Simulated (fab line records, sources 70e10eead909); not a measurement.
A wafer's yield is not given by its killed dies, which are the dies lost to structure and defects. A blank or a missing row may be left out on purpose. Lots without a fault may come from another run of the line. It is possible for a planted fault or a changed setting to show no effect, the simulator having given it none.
fab line records -- flow nand-harc
record lots=24, wafers=72, last-day=34
route steps=1302 shown P_BONDPAD@374 A_CHANNEL_HOLE_D1@463 A_CHANNEL_FILL_D1@508 A_ONON_D2@550
lots with no fault: from the same line, run without faults
start-h: hours from the record's first day to the start of the lot's first wafer shown -- wait-h: how many hours have passed since the lot's step before this one -- " unchanged from the row above -- L1.1+2: a single row standing in for several wafers -- - value missing, or start not given -- * or withheld: withheld -- < > ~ a bound
route shown NAME@n: NAME is a module with steps in the file, n the number in the route of the first one -- usual: mean/standard deviation of fault-free wafers -- same: alike in all rows -- chamber/n: place in a boat -- sites: the reading at each site -- _std_site: the standard deviation of these -- _edge_site: outer sites' mean less inner sites' -- radius-mm: how far each site lies from the wafer's centre -- mask NAME#n: copy n -- behind: the most recent tool/chamber to have shaped the wafer -- hold: cause of the lot's hold/its duration in hours/its outcome -- device: whichever transistor did not switch (one of n, p or np) -- end of line: tests run on the same wafers once the route is complete -- for a step that has no rows: nothing shown but its recipe -- killed: at the first sort, the dies lost to defects and structure; wafer yield is something else -- map: dies across one wafer; x = killed, . = not, _ = none there
set.NAME: the run value of the setting; set.NAME@STEP: its run value at that earlier step -- model.NAME: the simulator's own value behind a step, which no gauge read
steps of the route over a sample of lots; a table a step, a row a wafer
services: a tool's chamber out of use, with start hour (start-h, from the record's first day; less than 0 if before it), hours out, and reason
## steps
# step NHARC_P_BONDPAD_DEGAS_25
# recipe temp-c=300, time-s=60
# usual heater-power-w=450/35
lot.wafer,tool,chamber,start-h,wait-h,heater-power-w
L074.3,pvd-sputter-02,-,134.76,-,479
L074.2,pvd-sputter-02,-,134.76,-,447
L074.5,pvd-sputter-02,-,134.76,-,476
L075.4,pvd-sputter-02,-,150.68,-,452
L075.2,pvd-sputter-02,-,150.68,-,393
L075.1,pvd-sputter-02,-,150.68,-,434
L076.4,pvd-sputter-02,-,158.10,-,471
L076.6,pvd-sputter-02,-,158.10,-,457
L076.5,pvd-sputter-02,-,158.10,-,403
L077.2,pvd-sputter-02,-,163.98,-,458
L077.1,pvd-sputter-02,-,163.98,-,486
L077.5,pvd-sputter-02,-,163.98,-,449
L078.3,pvd-sputter-01,-,173.43,-,457
L078.1,pvd-sputter-01,-,173.43,-,507
L078.5,pvd-sputter-01,-,173.43,-,459
L079.3,pvd-sputter-02,-,179.90,-,396
L079.1,pvd-sputter-02,-,179.90,-,459
L079.5,pvd-sputter-02,-,179.90,-,451
L080.2,pvd-sputter-02,-,195.36,-,399
L080.5,pvd-sputter-02,-,195.36,-,393
L080.6,pvd-sputter-02,-,195.36,-,446
L081.4,pvd-sputter-01,-,204.21,-,460
L081.1,pvd-sputter-01,-,204.21,-,458
L081.6,pvd-sputter-01,-,204.21,-,456
L082.2,pvd-sputter-01,-,220.62,-,461
L082.1,pvd-sputter-01,-,220.62,-,450
L082.5,pvd-sputter-01,-,220.62,-,499
L083.4,pvd-sputter-02,-,235.97,-,464
L083.3,pvd-sputter-02,-,235.97,-,478
L083.6,pvd-sputter-02,-,235.97,-,448
L084.4,pvd-sputter-02,-,236.68,-,393
L084.2,pvd-sputter-02,-,236.68,-,451
L084.6,pvd-sputter-02,-,236.68,-,453
L085.3,pvd-sputter-02,-,246.38,-,403
L085.4,pvd-sputter-02,-,246.38,-,440
L085.6,pvd-sputter-02,-,246.38,-,399
L086.1,pvd-sputter-01,-,252.65,-,499
L086.3,pvd-sputter-01,-,252.65,-,450
L086.5,pvd-sputter-01,-,252.65,-,499
L087.2,pvd-sputter-01,-,262.06,-,456
L087.1,pvd-sputter-01,-,262.06,-,491
L087.5,pvd-sputter-01,-,262.06,-,487
L089.3,pvd-sputter-01,-,280.99,-,470
L089.1,pvd-sputter-01,-,280.99,-,496
L089.4,pvd-sputter-01,-,280.99,-,447
L088.2,pvd-sputter-01,-,281.66,-,444
L088.4,pvd-sputter-01,-,281.66,-,448
L088.6,pvd-sputter-01,-,281.66,-,470
L090.3,pvd-sputter-02,-,298.67,-,375
L090.1,pvd-sputter-02,-,298.67,-,489
L090.6,pvd-sputter-02,-,298.67,-,360
L091.2,pvd-sputter-01,-,299.97,-,494
L091.4,pvd-sputter-01,-,299.97,-,441
L091.3,pvd-sputter-01,-,299.97,-,466
L092.3,pvd-sputter-02,-,312.42,-,484
L092.4,pvd-sputter-02,-,312.42,-,377
L092.6,pvd-sputter-02,-,312.42,-,456
L093.1,pvd-sputter-01,-,325.09,-,443
L093.3,pvd-sputter-01,-,325.09,-,461
L093.5,pvd-sputter-01,-,325.09,-,436
L095.3,pvd-sputter-02,-,342.27,-,465
L095.1,pvd-sputter-02,-,342.27,-,373
L095.2,pvd-sputter-02,-,342.27,-,459
L094.2,pvd-sputter-02,-,353.36,-,464
L094.6,pvd-sputter-02,-,353.36,-,367
L094.5,pvd-sputter-02,-,353.36,-,449
L096.2,pvd-sputter-03,-,359.73,-,421
L096.6,pvd-sputter-03,-,359.73,-,397
L096.5,pvd-sputter-03,-,359.73,-,460
L097.3,pvd-sputter-02,-,360.33,-,457
L097.2,pvd-sputter-02,-,360.33,-,482
L097.6,pvd-sputter-02,-,360.33,-,364
# step NHARC_P_BONDPAD_PRE_CLEAN_26
# recipe time-s=30, temp-c=280, gas=H2/He
# usual heater-power-w=395/29
lot.wafer,tool,chamber,start-h,wait-h,heater-power-w
L074.2,pvd-sputter-02,-,-,-,391
L074.3,pvd-sputter-02,-,-,-,426
L074.5,pvd-sputter-02,-,-,-,350
L075.4,pvd-sputter-02,-,-,-,345
L075.1,pvd-sputter-02,-,-,-,414
L075.2,pvd-sputter-02,-,-,-,403
L076.4,pvd-sputter-02,-,-,-,389
L076.6,pvd-sputter-02,-,-,-,398
L076.5,pvd-sputter-02,-,-,-,422
L077.2,pvd-sputter-02,-,-,-,397
L077.1,pvd-sputter-02,-,-,-,415
L077.5,pvd-sputter-02,-,-,-,356
L078.3,pvd-sputter-01,-,-,-,442
L078.1,pvd-sputter-01,-,-,-,378
L078.5,pvd-sputter-01,-,-,-,448
L079.3,pvd-sputter-02,-,-,-,413
L079.1,pvd-sputter-02,-,-,-,396
L079.5,pvd-sputter-02,-,-,-,405
L080.2,pvd-sputter-02,-,-,-,395
L080.5,pvd-sputter-02,-,-,-,391
L080.6,pvd-sputter-02,-,-,-,419
L081.1,pvd-sputter-01,-,-,-,384
L081.4,pvd-sputter-01,-,-,-,402
L081.6,pvd-sputter-01,-,-,-,398
L082.2,pvd-sputter-01,-,-,-,388
L082.1,pvd-sputter-01,-,-,-,444
L082.5,pvd-sputter-01,-,-,-,388
L083.4,pvd-sputter-02,-,-,-,391
L083.3,pvd-sputter-02,-,-,-,420
L083.6,pvd-sputter-02,-,-,-,357
L084.2,pvd-sputter-02,-,-,-,406
L084.4,pvd-sputter-02,-,-,-,400
L084.6,pvd-sputter-02,-,-,-,392
L085.4,pvd-sputter-02,-,-,-,417
L085.3,pvd-sputter-02,-,-,-,347
L085.6,pvd-sputter-02,-,-,-,402
L086.3,pvd-sputter-01,-,-,-,390
L086.1,pvd-sputter-01,-,-,-,440
L086.5,pvd-sputter-01,-,-,-,408
L087.1,pvd-sputter-01,-,-,-,397
L087.2,pvd-sputter-01,-,-,-,392
L087.5,pvd-sputter-01,-,-,-,405
L089.1,pvd-sputter-01,-,-,-,377
L089.4,pvd-sputter-01,-,-,-,403
L089.3,pvd-sputter-01,-,-,-,437
L088.4,pvd-sputter-01,-,-,-,433
L088.2,pvd-sputter-01,-,-,-,392
L088.6,pvd-sputter-01,-,-,-,430
L090.1,pvd-sputter-02,-,-,-,401
L090.3,pvd-sputter-02,-,-,-,434
L090.6,pvd-sputter-02,-,-,-,335
L091.2,pvd-sputter-01,-,-,-,398
L091.3,pvd-sputter-01,-,-,-,398
L091.4,pvd-sputter-01,-,-,-,391
L092.3,pvd-sputter-02,-,-,-,423
L092.4,pvd-sputter-02,-,-,-,391
L092.6,pvd-sputter-02,-,-,-,418
L093.3,pvd-sputter-01,-,-,-,395
L093.1,pvd-sputter-01,-,-,-,397
L093.5,pvd-sputter-01,-,-,-,412
L095.1,pvd-sputter-02,-,-,-,415
L095.2,pvd-sputter-02,-,-,-,333
L095.3,pvd-sputter-02,-,-,-,402
L094.2,pvd-sputter-02,-,-,-,413
L094.5,pvd-sputter-02,-,-,-,391
L094.6,pvd-sputter-02,-,-,-,398
L096.2,pvd-sputter-03,-,-,-,405
L096.5,pvd-sputter-03,-,-,-,412
L096.6,pvd-sputter-03,-,-,-,377
L097.3,pvd-sputter-02,-,-,-,396
L097.2,pvd-sputter-02,-,-,-,391
L097.6,pvd-sputter-02,-,-,-,331
# step NHARC_A_CHANNEL_HOLE_D1_OVL_MEAS_11
# usual overlay-x-nm=0.0/0.98, overlay-y-nm=-0.1/0.96
lot.wafer,tool,chamber,start-h,wait-h,overlay-x-nm,overlay-y-nm
L074.2,overlay-01,-,178.67,-,1.0,0.6
L074.3,overlay-01,-,178.67,-,-0.1,0.2
L074.5,overlay-01,-,178.67,-,0.5,0.2
L075.1,overlay-02,-,194.03,-,-0.1,0.0
L075.2,overlay-02,-,194.03,-,-0.1,1.2
L075.4,overlay-02,-,194.03,-,0.4,0.4
L076.4,overlay-01,-,203.07,-,-0.6,-0.3
L076.5,overlay-01,-,203.07,-,-0.6,-0.2
L076.6,overlay-01,-,203.07,-,-0.8,-0.7
L077.1,overlay-02,-,206.58,-,-1.3,-0.2
L077.2,overlay-02,-,206.58,-,-0.5,-0.6
L077.5,overlay-02,-,206.58,-,-0.6,0.3
L078.1,overlay-01,-,215.20,-,-1.1,-0.1
L078.3,overlay-01,-,215.20,-,-0.8,-0.2
L078.5,overlay-01,-,215.20,-,-0.8,-0.1
L079.1,overlay-01,-,225.96,-,1.2,1.4
L079.3,overlay-01,-,225.96,-,1.3,1.7
L079.5,overlay-01,-,225.96,-,1.6,1.7
L080.2,overlay-02,-,242.03,-,0.0,-0.8
L080.5,overlay-02,-,242.03,-,0.1,-0.6
L080.6,overlay-02,-,242.03,-,0.1,-1.2
L081.1,overlay-01,-,242.18,-,0.1,-1.3
L081.4,overlay-01,-,242.18,-,0.0,-0.7
L081.6,overlay-01,-,242.18,-,0.0,-1.4
L082.1,overlay-01,-,265.19,-,0.8,0.3
L082.2,overlay-01,-,265.19,-,0.9,0.0
L082.5,overlay-01,-,265.19,-,1.0,0.1
L083.3,overlay-02,-,276.49,-,-0.2,1.0
L083.4,overlay-02,-,276.49,-,0.3,1.4
L083.6,overlay-02,-,276.49,-,0.6,1.0
L084.2,overlay-02,-,277.14,-,0.5,0.4
L084.4,overlay-02,-,277.14,-,1.1,0.2
L084.6,overlay-02,-,277.14,-,1.0,0.2
L085.3,overlay-02,-,291.93,-,-1.1,1.1
L085.4,overlay-02,-,291.93,-,-0.5,1.3
L085.6,overlay-02,-,291.93,-,-1.0,1.2
L086.1,overlay-01,-,294.10,-,-1.9,-0.3
L086.3,overlay-01,-,294.10,-,-1.7,-0.9
L086.5,overlay-01,-,294.10,-,-2.1,-0.5
L087.1,overlay-01,-,304.05,-,1.2,0.3
L087.2,overlay-01,-,304.05,-,1.3,0.0
L087.5,overlay-01,-,304.05,-,1.2,-0.4
L089.1,overlay-02,-,325.28,-,-0.9,-0.8
L089.3,overlay-02,-,325.28,-,-0.7,-1.4
L089.4,overlay-02,-,325.28,-,-1.2,-1.2
L088.2,overlay-02,-,326.54,-,-1.5,-2.2
L088.4,overlay-02,-,326.54,-,-0.2,-2.0
L088.6,overlay-02,-,326.54,-,-0.9,-1.2
L090.1,overlay-02,-,339.74,-,-2.5,1.4
L090.3,overlay-02,-,339.74,-,-1.6,1.4
L090.6,overlay-02,-,339.74,-,-1.9,1.4
L091.2,overlay-01,-,341.65,-,-0.1,0.9
L091.3,overlay-01,-,341.65,-,0.6,0.5
L091.4,overlay-01,-,341.65,-,0.3,1.1
L092.3,overlay-02,-,356.43,-,0.5,-0.7
L092.4,overlay-02,-,356.43,-,-0.2,-1.4
L092.6,overlay-02,-,356.43,-,0.1,-0.9
L093.1,overlay-02,-,366.22,-,-0.6,-1.0
L093.3,overlay-02,-,366.22,-,-0.2,-1.3
L093.5,overlay-02,-,366.22,-,-0.4,-1.2
L095.1,overlay-01,-,384.99,-,0.0,0.7
L095.2,overlay-01,-,384.99,-,-0.2,0.7
L095.3,overlay-01,-,384.99,-,0.1,0.5
L094.2,overlay-02,-,398.96,-,0.0,-0.8
L094.5,overlay-02,-,398.96,-,0.2,-0.9
L094.6,overlay-02,-,398.96,-,0.5,-0.4
L097.2,overlay-01,-,409.43,-,1.9,-0.4
L097.3,overlay-01,-,409.43,-,1.1,-0.2
L097.6,overlay-01,-,409.43,-,1.5,0.4
L096.2,overlay-02,-,410.21,-,0.3,-1.3
L096.5,overlay-02,-,410.21,-,0.6,-1.0
L096.6,overlay-02,-,410.21,-,0.1,-0.3
# step NHARC_A_CHANNEL_HOLE_D1_ETCH_21
# recipe bias-v=3000, source-w=withheld, pressure-mtorr=20, time-s=514.3, ar-flow-sccm=375, c4f8-flow-sccm=89.3, o2-flow-sccm=35.7, temp-c=-20, target-depth-a=16000, chemistry=C4F8/O2/Ar
# usual drypump-motor-current-A=5.82/0.13, showerhead-plenum-p-Torr=3.65/0.18, throttle-valve-pct=32.155/0.0091
lot.wafer,tool,chamber,start-h,wait-h,drypump-motor-current-A,rf-hours-counter-h,showerhead-plenum-p-Torr,throttle-valve-pct
L074.2,har-etch-01,1,180.68,0.3,5.94,84,3.62,32.143
L074.3,har-etch-01,0,180.68,0.3,5.83,-,3.74,32.164
L074.5,har-etch-01,0,180.68,0.3,5.84,-,3.74,32.158
L075.2,har-etch-02,0,195.74,0.3,5.88,311,3.43,32.164
L075.1,har-etch-02,1,195.74,0.3,5.64,311,3.41,32.154
L075.4,har-etch-02,0,195.74,0.3,5.91,-,3.43,32.150
L076.4,har-etch-01,1,204.95,0.3,5.95,-,3.61,32.134
L076.6,har-etch-01,1,204.95,0.3,5.95,-,3.61,32.161
L076.5,har-etch-01,0,204.95,0.3,5.83,-,3.73,32.167
L077.2,har-etch-02,0,208.29,0.3,5.85,318,3.43,32.156
L077.1,har-etch-02,1,208.29,0.3,5.65,318,3.41,32.172
L077.5,har-etch-02,1,208.29,0.3,5.65,-,3.41,32.143
L078.1,har-etch-02,0,216.97,0.3,5.86,322,3.43,32.172
L078.3,har-etch-02,1,216.97,0.3,5.61,-,3.40,32.146
L078.5,har-etch-02,0,216.97,0.3,5.91,-,3.43,32.153
L079.1,har-etch-01,0,227.74,0.3,5.83,111,3.72,32.137
L079.3,har-etch-01,1,227.74,0.3,5.99,-,3.60,32.147
L079.5,har-etch-01,0,227.74,0.3,5.83,-,3.72,32.152
L080.2,har-etch-02,0,243.78,0.3,5.91,334,3.42,32.156
L080.5,har-etch-02,0,243.78,0.3,5.88,-,3.42,32.165
L080.6,har-etch-02,1,243.78,0.3,5.65,-,3.40,32.147
L081.1,har-etch-01,0,244.17,0.3,5.84,118,3.72,32.162
L081.4,har-etch-01,0,244.17,0.3,5.83,-,3.72,32.153
L081.6,har-etch-01,1,244.17,0.3,5.96,-,3.60,32.149
L082.2,har-etch-01,1,267.62,0.3,5.98,133,3.59,32.152
L082.1,har-etch-01,0,267.62,0.3,5.82,133,3.71,32.157
L082.5,har-etch-01,1,267.62,0.3,5.98,-,3.59,32.149
L083.4,har-etch-02,0,279.40,0.3,5.87,-,3.41,32.151
L083.3,har-etch-02,1,279.40,0.3,5.64,-,3.93,32.138
L083.6,har-etch-02,1,279.40,0.3,5.63,-,3.93,32.147
L084.2,har-etch-01,1,279.46,0.3,5.94,144,3.59,32.167
L084.4,har-etch-01,0,279.46,0.3,5.82,-,3.70,32.149
L084.6,har-etch-01,1,279.46,0.3,5.94,-,3.59,32.154
L085.4,har-etch-02,1,293.77,0.3,5.63,-,3.93,32.174
L085.3,har-etch-02,0,293.77,0.3,5.88,-,3.40,32.160
L085.6,har-etch-02,1,293.77,0.3,5.61,-,3.93,32.158
L086.1,har-etch-01,0,296.52,0.3,5.81,156,3.70,32.151
L086.3,har-etch-01,0,296.52,0.3,5.81,-,3.70,32.157
L086.5,har-etch-01,0,296.52,0.3,5.83,-,3.70,32.152
L087.2,har-etch-02,1,305.75,0.3,5.63,361,3.92,32.148
L087.1,har-etch-02,0,305.75,0.3,5.88,376,3.40,32.166
L087.5,har-etch-02,0,305.75,0.3,5.86,-,3.40,32.165
L089.1,har-etch-02,0,327.25,0.3,5.88,384,3.40,32.148
L089.3,har-etch-02,1,327.25,0.3,5.61,-,3.92,32.153
L089.4,har-etch-02,0,327.25,0.3,5.87,-,3.40,32.156
L088.2,har-etch-01,0,328.26,0.3,5.83,168,3.69,32.150
L088.4,har-etch-01,0,328.26,0.3,5.84,-,3.69,32.160
L088.6,har-etch-01,1,328.26,0.3,5.98,-,3.57,32.140
L090.1,har-etch-02,1,342.31,0.5,5.63,380,3.91,32.146
L090.3,har-etch-02,1,342.31,0.5,5.63,-,3.91,32.164
L090.6,har-etch-02,1,342.31,0.5,5.62,-,3.91,32.150
L091.2,har-etch-01,1,346.73,0.3,5.97,183,3.57,32.149
L091.4,har-etch-01,0,346.73,0.3,5.83,-,3.68,32.158
L091.3,har-etch-01,1,346.73,0.3,5.97,-,3.57,32.162
L092.3,har-etch-01,1,362.72,0.3,5.94,-,3.56,32.148
L092.4,har-etch-01,0,362.72,0.3,5.84,-,3.67,32.156
L092.6,har-etch-01,1,362.72,0.3,5.96,-,3.56,32.145
L093.1,har-etch-02,1,368.00,0.3,5.63,403,3.90,32.163
L093.3,har-etch-02,0,368.00,0.3,5.94,-,3.93,32.157
L093.5,har-etch-02,1,368.00,0.3,5.63,-,3.90,32.165
L095.1,har-etch-01,0,386.71,0.3,5.82,206,3.67,32.165
L095.2,har-etch-01,1,386.71,0.3,5.96,206,3.55,32.163
L095.3,har-etch-01,0,386.71,0.3,5.84,-,3.67,32.141
L094.2,har-etch-02,0,400.74,0.3,5.85,0,3.92,32.154
L094.5,har-etch-02,1,400.74,0.3,5.64,-,3.90,32.149
L094.6,har-etch-02,0,400.74,0.3,5.90,-,3.92,32.170
L097.2,har-etch-01,0,412.43,0.3,5.84,225,3.66,32.161
L097.3,har-etch-01,1,412.43,0.3,5.98,-,3.54,32.157
L097.6,har-etch-01,1,412.43,0.3,5.94,-,3.54,32.165
L096.2,har-etch-02,1,413.31,0.3,5.62,12,3.89,32.152
L096.6,har-etch-02,1,413.31,0.3,5.63,-,3.89,32.150
L096.5,har-etch-02,0,413.31,0.3,5.89,-,3.92,32.149
# step NHARC_A_CHANNEL_FILL_D1_ETCHBACK_08
# recipe target-depth-a=2200, time-s=110, c4f8-flow-sccm=20, ar-flow-sccm=withheld, rf-w=600, bias-w=300, chemistry=C4F8
# usual oes-product-au=0.96/0.035, rf-vpp-V=440.8/2.4
lot.wafer,tool,chamber,start-h,wait-h,oes-product-au,rf-hours-counter-h,rf-vpp-V
L074.2,rie-diel-10,0,-,-,0.99,5.9,441.8
L074.3,rie-diel-10,1,-,-,0.99,8.3,441.6
L074.5,rie-diel-10,2,-,-,0.98,-,438.1
L075.4,rie-diel-09,1,-,-,0.99,6.6,437.4
L075.1,rie-diel-09,2,-,-,1.00,6.7,441.1
L075.2,rie-diel-09,3,-,-,1.00,6.1,441.0
L076.4,rie-diel-09,0,-,-,0.95,6.0,444.4
L076.5,rie-diel-09,2,-,-,0.97,-,441.4
L076.6,rie-diel-09,3,-,-,0.97,-,440.6
L077.2,rie-diel-07,2,-,-,0.92,4.8,443.9
L077.1,rie-diel-07,3,-,-,0.94,5.4,444.0
L077.5,rie-diel-07,3,-,-,0.92,-,445.6
L078.1,rie-diel-09,1,-,-,0.93,7.6,439.4
L078.3,rie-diel-09,0,-,-,0.93,6.4,443.5
L078.5,rie-diel-09,1,-,-,0.93,-,439.4
L079.3,rie-diel-10,0,-,-,1.01,1.0,441.5
L079.1,rie-diel-10,2,-,-,1.00,1.2,437.0
L079.5,rie-diel-10,1,-,-,0.99,-,440.9
L081.1,rie-diel-10,3,-,-,1.00,2.3,438.0
L081.4,rie-diel-10,2,-,-,1.01,2.3,436.7
L081.6,rie-diel-10,3,-,-,1.00,-,438.1
L080.2,rie-diel-09,2,-,-,0.94,9.7,440.4
L080.6,rie-diel-09,1,-,-,0.93,-,439.8
L080.5,rie-diel-09,2,-,-,0.93,-,440.3
L082.1,rie-diel-09,3,-,-,0.99,9.1,440.5
L082.2,rie-diel-09,1,-,-,1.00,9.6,439.5
L082.5,rie-diel-09,3,-,-,1.00,-,440.0
L083.4,rie-diel-10,1,-,-,0.97,2.4,443.6
L083.3,rie-diel-10,2,-,-,1.00,3.8,438.1
L083.6,rie-diel-10,2,-,-,1.00,-,436.9
L084.2,rie-diel-07,0,-,-,0.94,0.8,444.3
L084.4,rie-diel-07,2,-,-,0.93,-,443.8
L084.6,rie-diel-07,2,-,-,0.92,-,443.7
L086.3,rie-diel-10,3,-,-,0.93,4.3,438.0
L086.1,rie-diel-10,0,-,-,0.94,4.2,442.2
L086.5,rie-diel-10,3,-,-,0.93,-,438.2
L085.4,rie-diel-07,2,-,-,0.92,2.0,442.8
L085.3,rie-diel-07,1,-,-,0.93,1.9,438.3
L085.6,rie-diel-07,2,-,-,0.92,-,444.7
L087.1,rie-diel-10,0,-,-,0.93,4.6,441.8
L087.2,rie-diel-10,1,-,-,0.92,3.3,441.5
L087.5,rie-diel-10,3,-,-,0.92,-,438.2
L088.2,rie-diel-10,1,-,-,0.92,4.5,443.0
L088.4,rie-diel-10,2,-,-,0.91,5.9,439.9
L088.6,rie-diel-10,3,-,-,0.93,-,437.3
L089.3,rie-diel-09,1,-,-,0.92,4.8,439.4
L089.4,rie-diel-09,2,-,-,0.92,4.3,441.2
L089.1,rie-diel-09,3,-,-,0.93,5.1,439.3
L090.1,rie-diel-10,3,-,-,0.93,6.7,440.0
L090.3,rie-diel-10,1,-,-,0.92,5.1,441.9
L090.6,rie-diel-10,2,-,-,0.93,-,437.1
L091.4,rie-diel-07,1,-,-,0.99,5.8,437.7
L091.2,rie-diel-07,2,-,-,1.00,5.9,444.3
L091.3,rie-diel-07,3,-,-,1.00,3.2,444.7
L092.4,rie-diel-09,0,-,-,0.99,5.1,443.5
L092.3,rie-diel-09,1,-,-,1.00,6.5,440.8
L092.6,rie-diel-09,1,-,-,1.00,-,440.6
L093.3,rie-diel-10,2,-,-,0.93,7.0,437.7
L093.1,rie-diel-10,0,-,-,0.93,6.8,443.0
L093.5,rie-diel-10,2,-,-,0.94,-,436.3
L095.2,rie-diel-10,0,-,-,1.00,0.2,442.2
L095.3,rie-diel-10,1,-,-,1.00,0.2,442.0
L095.1,rie-diel-10,2,-,-,1.01,0.2,436.9
L094.2,rie-diel-09,2,-,-,0.92,8.6,440.1
L094.6,rie-diel-09,1,-,-,0.93,-,439.4
L094.5,rie-diel-09,2,-,-,0.93,-,440.6
L096.2,rie-diel-10,2,-,-,0.92,1.2,439.3
L096.6,rie-diel-10,3,-,-,0.93,-,438.2
L096.5,rie-diel-10,0,-,-,0.92,-,442.8
L097.3,rie-diel-09,2,-,-,0.93,9.7,440.1
L097.2,rie-diel-09,3,-,-,0.92,10.3,440.1
L097.6,rie-diel-09,0,-,-,0.93,-,444.0
# step NHARC_A_ONON_D2_THK_MEAS_08
# recipe thk-meas-gauge=ellipsometry
# usual thk-nm=1002/9.2
lot.wafer,tool,chamber,start-h,wait-h,thk-nm
L074.2,film-metro-02,-,271.95,-,1000
L074.3,film-metro-02,-,271.95,-,999
L074.5,film-metro-02,-,271.95,-,1000
L076.4,film-metro-02,-,292.03,-,994
L076.5,film-metro-02,-,292.03,-,994
L076.6,film-metro-02,-,292.03,-,994
L077.1,film-metro-02,-,292.07,-,1011
L077.2,film-metro-02,-,292.07,-,1011
L077.5,film-metro-02,-,292.07,-,1010
L075.1,film-metro-01,-,294.83,-,994
L075.2,film-metro-01,-,294.83,-,993
L075.4,film-metro-01,-,294.83,-,993
L078.1,film-metro-01,-,312.31,-,1008
L078.3,film-metro-01,-,312.31,-,1010
L078.5,film-metro-01,-,312.31,-,1010
L079.1,film-metro-01,-,319.59,-,986
L079.3,film-metro-01,-,319.59,-,986
L079.5,film-metro-01,-,319.59,-,986
L080.2,film-metro-02,-,335.48,-,1009
L080.5,film-metro-02,-,335.48,-,1010
L080.6,film-metro-02,-,335.48,-,1009
L081.1,film-metro-01,-,335.50,-,997
L081.4,film-metro-01,-,335.50,-,997
L081.6,film-metro-01,-,335.50,-,997
L082.1,film-metro-01,-,357.94,-,1010
L082.2,film-metro-01,-,357.94,-,1009
L082.5,film-metro-01,-,357.94,-,1008
L083.3,film-metro-02,-,373.49,-,998
L083.4,film-metro-02,-,373.49,-,1000
L083.6,film-metro-02,-,373.49,-,999
L084.2,film-metro-02,-,373.67,-,995
L084.4,film-metro-02,-,373.67,-,994
L084.6,film-metro-02,-,373.67,-,994
L086.1,film-metro-01,-,386.87,-,998
L086.3,film-metro-01,-,386.87,-,998
L086.5,film-metro-01,-,386.87,-,998
L085.3,film-metro-01,-,386.97,-,1025
L085.4,film-metro-01,-,386.97,-,1026
L085.6,film-metro-01,-,386.97,-,1026
L087.1,film-metro-01,-,395.84,-,998
L087.2,film-metro-01,-,395.84,-,997
L087.5,film-metro-01,-,395.84,-,996
L089.1,film-metro-02,-,415.05,-,1009
L089.3,film-metro-02,-,415.05,-,1011
L089.4,film-metro-02,-,415.05,-,1012
L088.2,film-metro-02,-,415.23,-,1005
L088.4,film-metro-02,-,415.23,-,1005
L088.6,film-metro-02,-,415.23,-,1005
L091.2,film-metro-02,-,437.87,-,1007
L091.3,film-metro-02,-,437.87,-,1010
L091.4,film-metro-02,-,437.87,-,1008
L090.1,film-metro-01,-,437.90,-,1009
L090.3,film-metro-01,-,437.90,-,1006
L090.6,film-metro-01,-,437.90,-,1008
L092.3,film-metro-01,-,461.45,-,1016
L092.4,film-metro-01,-,461.45,-,1017
L092.6,film-metro-01,-,461.45,-,1019
L093.1,film-metro-01,-,461.53,-,992
L093.3,film-metro-01,-,461.53,-,992
L093.5,film-metro-01,-,461.53,-,991
L095.1,film-metro-02,-,477.67,-,997
L095.2,film-metro-02,-,477.67,-,997
L095.3,film-metro-02,-,477.67,-,996
L094.2,film-metro-01,-,500.83,-,997
L094.5,film-metro-01,-,500.83,-,997
L094.6,film-metro-01,-,500.83,-,995
L096.2,film-metro-02,-,511.31,-,1004
L096.5,film-metro-02,-,511.31,-,1006
L096.6,film-metro-02,-,511.31,-,1003
L097.2,film-metro-01,-,511.52,-,994
L097.3,film-metro-01,-,511.52,-,996
L097.6,film-metro-01,-,511.52,-,995
## services
tool,chamber,start-h,hours,kind
rie-diel-07,-,117.20,9.0,pm
rie-diel-09,-,143.10,9.0,pm
rie-diel-10,0,158.49,44.9,repair
pvd-sputter-01,-,166.76,1.8,repair
rie-diel-09,0,178.64,4.3,repair
pvd-sputter-02,-,197.83,1.6,repair
rie-diel-09,0,226.41,1.3,repair
pvd-sputter-01,-,234.52,10.0,pm
rie-diel-10,-,242.51,9.0,pm
rie-diel-10,3,278.59,6.0,repair
pvd-sputter-02,-,282.03,10.0,pm
rie-diel-09,-,301.63,0.3,repair
rie-diel-10,1,310.79,12.8,repair
pvd-sputter-01,-,316.25,6.1,repair
rie-diel-09,-,320.10,9.0,pm
rie-diel-09,0,331.87,6.7,repair
rie-diel-09,2,336.90,1.3,repair
rie-diel-09,3,376.20,1.3,repair
har-etch-02,-,382.85,17.0,pm
pvd-sputter-01,-,412.52,10.0,pm
rie-diel-10,-,419.54,9.0,pm
pvd-sputter-02,-,429.01,2.3,repair
rie-diel-09,-,434.51,5.1,repair
pvd-sputter-02,-,460.03,10.0,pm
## key
fault none
